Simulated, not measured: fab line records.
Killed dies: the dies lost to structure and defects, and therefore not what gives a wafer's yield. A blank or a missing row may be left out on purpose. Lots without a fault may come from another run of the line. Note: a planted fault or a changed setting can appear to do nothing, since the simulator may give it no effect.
3 desks looking at one fault ; flow n5_finfet ; numbers are kept per desk, each desk with only its own; the story behind them comes last

## THE DEFECT DESK
Lot by lot, what the route's inspections counted, given as the mean of those sampled wafers with a number. Marked OUT: a lot whose mean sits more than 4 standard deviations from the usual mean, which makes it out of limits; the brackets give that distance.
Columns: A = raw_defect_count at N5_BEOL_M3_INSPECT_30, usual 394
lot;first seen here;A
L384;day 7 13:57;569
L386;day 8 09:01;326
L395;day 10 15:52;522
L396;day 10 21:58;440
L394;day 10 22:23;438
L398;day 11 03:44;459
L404;day 13 01:46;380
This desk's verdict: no lot among the 7 shows anything out of limits.

## METROLOGY DESK
What the gauges read, lot by lot, whatever tool the lot ran on: means of the sampled wafers that have a number. Marked OUT: a lot whose mean sits more than 4 standard deviations from the usual mean, which makes it out of limits; the brackets give that distance. Only the readings that lie furthest out on some lot appear, 7 of the 12 it has.
Columns: A = DIBL_N at N5_BEOL_M4_RC_MEAS_101, usual 36.3 mV/V; B = IOFF_P at N5_BEOL_M4_RC_MEAS_101, usual 0.211 nA/um; C = ION_N at N5_BEOL_M4_RC_MEAS_101, usual 676 uA/um; D = ION_P at N5_BEOL_M4_RC_MEAS_101, usual 463 uA/um; E = SS_P at N5_BEOL_M4_RC_MEAS_101, usual 73.3 mV/dec; F = VT_N at N5_BEOL_M4_RC_MEAS_101, usual 249.3 mV; G = VT_P at N5_BEOL_M4_RC_MEAS_101, usual -250.1 mV
lot;first seen here;A;B;C;D;E;F;G
L384;day 7 13:52;38.1;0.240;680;463;74.3;248.7;-246.5
L386;day 8 08:56;37.0;0.191;688;461;73.7;251.5;-252.8
L395;day 10 15:47;36.3;0.233;680;468;73.7;245.2;-245.8
L396;day 10 21:53;38.2;0.269;683;472;74.0;245.9;-246.1
L394;day 10 22:19;35.1;0.208;678;468;73.2;251.6;-249.9
L398;day 11 03:38;35.9;0.196;681;462;73.0;248.0;-250.9
L404;day 13 01:41;36.7;0.215;673;461;72.9;251.9;-251.4
This desk's verdict: no lot among the 7 shows anything out of limits.

## DESK OF THE TOOL OWNER: rie_diel-03
The tool's own readings at N5_BEOL_M3_ETCH_70 (etches SOC in N2/H2, target depth 80 nm, overetch 16 nm, time 120 s): means of the sampled wafers that have a number, for each lot that ran on this tool. Marked OUT: a lot whose mean sits more than 4 standard deviations from the usual mean, which makes it out of limits; the brackets give that distance.
Columns: A = drypump_motor_current_A at N5_BEOL_M3_ETCH_70, usual 5.8 A; B = h2_flow_sccm at N5_BEOL_M3_ETCH_70, usual 200.0 sccm; C = oes_product_au at N5_BEOL_M3_ETCH_70, usual 0.63 a.u.; D = rf_vpp_V at N5_BEOL_M3_ETCH_70, usual 525.0 V; E = showerhead_plenum_p_Torr at N5_BEOL_M3_ETCH_70, usual 2.58 Torr; F = throttle_valve_pct at N5_BEOL_M3_ETCH_70, usual 17.70 %
lot;first seen here;A;B;C;D;E;F
L386;day 8 10:29;6.3;199.7;0.61;524.6;2.59;17.65
L395;day 10 19:14;6.2;200.1;0.61;525.5;2.60;17.79
L396;day 10 22:37;6.1;200.2;0.66;526.0;2.65;17.70
L394;day 10 22:56;6.0;200.3;0.64;523.8;2.56;17.61
This desk's verdict: no lot among the 4 shows anything out of limits.

## PUT TOGETHER
No out-of-limits result turned up at the defect desk.
At the metrology desk, nothing out of limits was observed.
Nothing out of limits was seen by the tool owner's desk.

## WHAT THE SIMULATOR HAD INSERTED
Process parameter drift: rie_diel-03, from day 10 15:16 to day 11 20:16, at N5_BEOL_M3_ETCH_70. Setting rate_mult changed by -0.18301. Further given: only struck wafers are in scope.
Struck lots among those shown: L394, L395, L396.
